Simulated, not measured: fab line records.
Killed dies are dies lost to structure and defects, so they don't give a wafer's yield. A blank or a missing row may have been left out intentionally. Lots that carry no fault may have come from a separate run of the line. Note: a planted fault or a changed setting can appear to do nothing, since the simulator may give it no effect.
Chamber matching / flow n5-finfet / rie-diel-02 running N5_SD_EPI_N_ETCH_34: 4 sister chambers
The step etches SiARC in CF4, target depth 45.5 nm, time 75.8 s. 8 wafers are shown with their chamber, then 7 later ones without.

EACH WAFER AND ITS CHAMBER
wafer=L077.1; chamber=3; showerhead-plenum-p-Torr (Torr)=2.20; throttle-valve-pct (%)=15.56
wafer=L082.4; chamber=1; showerhead-plenum-p-Torr (Torr)=2.23; throttle-valve-pct (%)=16.02
wafer=L082.6; chamber=2; showerhead-plenum-p-Torr (Torr)=2.17; throttle-valve-pct (%)=15.08
wafer=L084.2; chamber=0; showerhead-plenum-p-Torr (Torr)=2.17; throttle-valve-pct (%)=15.27
wafer=L084.3; chamber=1; showerhead-plenum-p-Torr (Torr)=2.23; throttle-valve-pct (%)=16.03
wafer=L084.6; chamber=0; showerhead-plenum-p-Torr (Torr)=2.17; throttle-valve-pct (%)=15.28
wafer=L091.1; chamber=3; showerhead-plenum-p-Torr (Torr)=2.19; throttle-valve-pct (%)=15.12
wafer=L091.4; chamber=2; showerhead-plenum-p-Torr (Torr)=2.16; throttle-valve-pct (%)=15.11

WAFERS WITHOUT THEIR CHAMBER
wafer=L091.5; showerhead-plenum-p-Torr (Torr)=2.16; throttle-valve-pct (%)=15.11
wafer=L092.2; showerhead-plenum-p-Torr (Torr)=2.19; throttle-valve-pct (%)=15.12
wafer=L092.3; showerhead-plenum-p-Torr (Torr)=2.22; throttle-valve-pct (%)=16.06
wafer=L092.6; showerhead-plenum-p-Torr (Torr)=2.22; throttle-valve-pct (%)=16.07
wafer=L093.2; showerhead-plenum-p-Torr (Torr)=2.22; throttle-valve-pct (%)=16.06
wafer=L093.5; showerhead-plenum-p-Torr (Torr)=2.16; throttle-valve-pct (%)=15.32
wafer=L093.6; showerhead-plenum-p-Torr (Torr)=2.22; throttle-valve-pct (%)=16.07

WHICH CHAMBER EACH WENT THROUGH
wafer=L091.5; from the rows above=can't be placed: 2 or 0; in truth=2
wafer=L092.2; from the rows above=3; in truth=3
wafer=L092.3; from the rows above=1; in truth=1
wafer=L092.6; from the rows above=1; in truth=1
wafer=L093.2; from the rows above=1; in truth=1
wafer=L093.5; from the rows above=can't be placed: 2 or 0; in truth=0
wafer=L093.6; from the rows above=1; in truth=1
Correctly placed: 5 of 7. Not placeable from these rows: 2 (in 2, the candidates include the true chamber). Number placed wrongly: 0.
How it was worked out, from the rows above alone: a wafer's distance from a chamber is the root of the sum, over the readings, of the square of ((its reading less the chamber's mean) divided by the reading's scatter). If the next closest chamber is less than 2 further off than the closest, the wafer can't be placed; otherwise it belongs to the closest. Each chamber's mean is taken over the wafers shown for it. The scatter: take each reading less its chamber's mean, square it, sum over the shown wafers, divide by the number of wafers less the number of chambers, and take the root.
